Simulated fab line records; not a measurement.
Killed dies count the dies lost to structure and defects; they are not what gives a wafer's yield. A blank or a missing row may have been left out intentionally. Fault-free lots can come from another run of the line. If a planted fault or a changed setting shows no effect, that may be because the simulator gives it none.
Chamber matching | flow n5Finfet | rieDiel-01 running N5_MOL_CONTACT_COAG_ETCH_89: 4 sister chambers
The step etches underlayer in N2/H2, target depth 13 nm, time 10.4 s. 4 wafers are shown with their chamber, then 8 later ones without.

== WAFERS, EACH WITH ITS CHAMBER ==
wafer  | chamber | drypumpMotorCurrentA (A)
L080.2 | 0       | 6.0
L080.6 | 1       | 6.7
L081.6 | 3       | 6.1
L089.1 | 2       | 5.2

== WAFERS WITHOUT THEIR CHAMBER ==
wafer  | drypumpMotorCurrentA (A)
L089.2 | 6.7
L089.5 | 5.2
L094.2 | 6.7
L094.4 | 5.2
L094.5 | 5.2
L097.1 | 6.0
L097.5 | 6.8
L097.6 | 5.1

== THE CHAMBER EACH PASSED THROUGH ==
wafer  | from the rows above     | in truth
L089.2 | 1                       | 1
L089.5 | 2                       | 2
L094.2 | 1                       | 1
L094.4 | 2                       | 2
L094.5 | 2                       | 2
L097.1 | can't be placed: 0 or 3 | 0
L097.5 | 1                       | 1
L097.6 | 2                       | 2
7 of 8 placed correctly. Cannot be placed on the basis of these rows: 1; the candidates contain the true chamber in 1. Placed wrongly: 0.
How it was worked out, from the rows above alone: a wafer's distance from a chamber is the root of the sum, over the readings, of the square of ((its reading less the chamber's mean) divided by the reading's scatter). If the next closest chamber is less than 2 further off than the closest, the wafer can't be placed; otherwise it belongs to the closest. Each chamber's mean is taken over the wafers shown for it. The scatter: root of mean squared gap, hidden wafer to nearest shown wafer, with one shown wafer a chamber.
